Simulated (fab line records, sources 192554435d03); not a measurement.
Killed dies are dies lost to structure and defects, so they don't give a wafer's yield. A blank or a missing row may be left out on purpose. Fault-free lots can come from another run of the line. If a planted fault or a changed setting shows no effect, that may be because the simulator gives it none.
Split-lot study	flow n5 finfet	21 wafers read from 7 lots, route of 1938 steps

== THE SPLIT ==
At N5_BEOL_M13_EXPOSE_07 (exposes mask V12), the setting dose mj was moved away from the recipe's 24.8 on 5 of the 21 wafers read, by -6.0% to +7.0%. All remaining wafers had this setting at the recipe value.

== FROM THE SPLIT TO THE READING: what the file shows between them, 6 steps ==
- N5_BEOL_M13_PEB_08: peb time 90 s
- N5_BEOL_M13_DEVELOP_09: develop time 45 s
- N5_BEOL_M13_HARDBAKE_14: time 120 s
- N5_BEOL_M13_CD_MEAS_10: target cd 190 nm
- N5_BEOL_M13_STRIP_71: strips in post etch residue remover, time 60 s
- N5_BEOL_M13_SRD_72: time 30 s, dry time 30 s

== THE READING ==
At N5_BEOL_M13_CD_MEAS_17: cd nm in nanometres, against a target cd of 190 nm. A value of 190.2 nm with a standard deviation of 1.8 nm is what fault-free wafers of this fab line usually give.

wafer	tool, chamber at the split	dose mj as run	against the recipe	cd nm, nm	against lot-mates on the recipe
L077.1	krf scanner-02, 0	24.8	recipe	186.9	-
L077.4	krf scanner-02, 0	24.8	recipe	187.2	-
L077.6	krf scanner-02, 0	26.46	+6.7%	194.7	+7.6
L080.2	krf scanner-01, 0	24.8	recipe	192.7	-
L080.5	krf scanner-01, 0	24.8	recipe	191.8	-
L080.6	krf scanner-01, 0	24.8	recipe	191.9	-
L082.4	krf scanner-02, 0	24.8	recipe	188.2	-
L082.5	krf scanner-02, 0	26.53	+7.0%	197.6	+9.0
L082.6	krf scanner-02, 0	24.8	recipe	189.0	-
L090.3	krf scanner-02, 0	24.8	recipe	190.0	-
L090.5	krf scanner-02, 0	23.31	-6.0%	186.2	-3.8
L090.6	krf scanner-02, 0	23.31	-6.0%	184.7	-5.3
L092.1	krf scanner-02, 0	24.8	recipe	190.2	-
L092.4	krf scanner-02, 0	24.8	recipe	189.1	-
L092.5	krf scanner-02, 0	24.8	recipe	191.4	-
L089.2	krf scanner-01, 0	24.8	recipe	193.1	-
L089.3	krf scanner-01, 0	26.26	+5.9%	200.1	+8.2
L089.5	krf scanner-01, 0	24.8	recipe	190.6	-
L096.3	krf scanner-01, 0	24.8	recipe	191.5	-
L096.5	krf scanner-01, 0	24.8	recipe	190.6	-
L096.6	krf scanner-01, 0	24.8	recipe	190.7	-

THE FIT
A straight line over all 21 wafers: cd nm changes by +0.972 nm for each +1% of dose mj; r = +0.85; the points scatter about the line by 2 nm.
The same after taking each lot's own level away (the mean of its wafers on the recipe; 21 wafers): +1.07 nm for each +1%; r = +0.96; scatter 1 nm.
According to that fit, moving dose mj by its largest amount changes the reading by 7.5 nm.
From 187.05 to 192.13 nm: that is the span of the lots' own levels, equal to 2.8 times the standard deviation above.
Consequently the slope shifts little with the lot-to-lot level, the two slopes agreeing.
Check: for one of the wafers moved furthest among these (+7.0%), held out of the fit, the line's prediction against its lot-mates is +7.41 nm. Against them it came out at +9 nm.

== OTHER SPLITS APPLIED TO THESE WAFERS ==
Other splits were also applied to these wafers ahead of the reading. Each is held against what the fit with the lots' levels taken away leaves over:
other split on the same wafers	wafers away from the commonest value	r with cd nm (lot level and that fit taken away)
N5_BEOL_M11_EXPOSE_25 dose mj	4	-0.10

== THE WHOLE CHAIN: every reading that the file lists as answering this split, in the file's order ==
step	what it does	reading	change (the file's fit)	r (the file's)
N5_BEOL_M13_CD_MEAS_10	target cd 190 nm	cd nm	+1.16 nm for each +1% of the setting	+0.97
N5_BEOL_M13_CD_MEAS_17	target cd 190 nm	cd nm	+1.15 nm for each +1% of the setting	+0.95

== THE FILE'S OWN FIT ==
cd nm changes by +1.15 nm for each +1% of dose mj, r = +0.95.
